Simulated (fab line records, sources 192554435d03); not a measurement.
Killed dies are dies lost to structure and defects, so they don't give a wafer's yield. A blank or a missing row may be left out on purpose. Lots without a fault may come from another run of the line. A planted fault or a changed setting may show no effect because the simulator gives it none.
Chamber matching | flow n5_finfet | N5_BEOL_M10_STRIP_36 on rie_diel-02: 4 sister chambers
The step strips in N2/H2. 22 wafers are shown with their chamber, then 11 later ones without.

WAFERS WITH THEIR CHAMBER
wafer  | chamber | showerhead_plenum_p_Torr (Torr) | drypump_motor_current_A (A) | throttle_valve_pct (%)
L074.4 | 2       | 2.68                            | 5.8                         | 23.62
L074.5 | 0       | 2.60                            | 5.8                         | 23.41
L074.6 | 1       | 2.57                            | 5.6                         | 23.23
L078.1 | 1       | 2.57                            | 5.5                         | 23.24
L078.2 | 3       | 2.44                            | 4.8                         | 23.45
L078.4 | 2       | 2.68                            | 5.8                         | 23.67
L080.1 | 3       | 2.44                            | 4.8                         | 23.46
L080.5 | 3       | 2.44                            | 4.8                         | 23.42
L080.6 | 2       | 2.68                            | 5.8                         | 23.65
L079.2 | 1       | 2.56                            | 5.6                         | 23.24
L079.3 | 2       | 2.68                            | 5.8                         | 23.70
L079.5 | 2       | 2.68                            | 5.8                         | 23.66
L087.3 | 1       | 2.56                            | 5.6                         | 23.25
L087.4 | 1       | 2.56                            | 5.6                         | 23.24
L087.6 | 0       | 2.58                            | 5.9                         | 23.45
L090.3 | 0       | 2.58                            | 5.9                         | 23.44
L090.5 | 0       | 2.58                            | 5.9                         | 23.47
L090.6 | 3       | 2.43                            | 4.7                         | 23.48
L094.1 | 0       | 2.58                            | 5.8                         | 23.48
L094.2 | 3       | 2.43                            | 4.7                         | 23.48
L094.6 | 3       | 2.43                            | 4.7                         | 23.51
L093.2 | 0       | 2.57                            | 5.9                         | 23.49

SIGNATURES (means of the wafers above)
reading                  | chamber 0 | chamber 1 | chamber 2 | chamber 3 | scatter within a chamber
showerhead_plenum_p_Torr | 2.5817    | 2.5640    | 2.6800    | 2.4350    | 0.00647
drypump_motor_current_A  | 5.867     | 5.580     | 5.800     | 4.750     | 0.0449
throttle_valve_pct       | 23.4567   | 23.2400   | 23.6600   | 23.4667   | 0.0265
Rule: a wafer's distance from a chamber is the root of the sum, over the readings, of the square of ((its reading less the chamber's mean) divided by the reading's scatter). The wafer belongs to the nearest chamber; if the next one is less than 2 further off, it can't be placed. The scatter: the root of (the sum of the squares of (reading less its chamber's mean) over the shown wafers, divided by (wafers less chambers)).

WAFERS WITHOUT THEIR CHAMBER
wafer  | showerhead_plenum_p_Torr (Torr) | drypump_motor_current_A (A) | throttle_valve_pct (%)
L093.4 | 2.55                            | 5.6                         | 23.29
L093.6 | 2.55                            | 5.6                         | 23.25
L095.1 | 2.43                            | 4.7                         | 23.51
L095.5 | 2.67                            | 5.7                         | 23.67
L095.6 | 2.43                            | 4.7                         | 23.52
L096.1 | 2.67                            | 5.8                         | 23.66
L096.2 | 2.43                            | 4.8                         | 23.53
L096.6 | 2.43                            | 4.8                         | 23.53
L097.1 | 2.67                            | 5.8                         | 23.66
L097.3 | 2.42                            | 4.8                         | 23.50
L097.5 | 2.55                            | 5.6                         | 23.28

WHICH CHAMBER EACH WENT THROUGH
wafer  | from the rows above | in truth
L093.4 | 1                   | 1
L093.6 | 1                   | 1
L095.1 | 3                   | 3
L095.5 | 2                   | 2
L095.6 | 3                   | 3
L096.1 | 2                   | 2
L096.2 | 3                   | 3
L096.6 | 3                   | 3
L097.1 | 2                   | 2
L097.3 | 3                   | 3
L097.5 | 1                   | 1
Placed correctly: 11 of 11. Can't be placed from these rows: 0. Placed wrongly: 0.
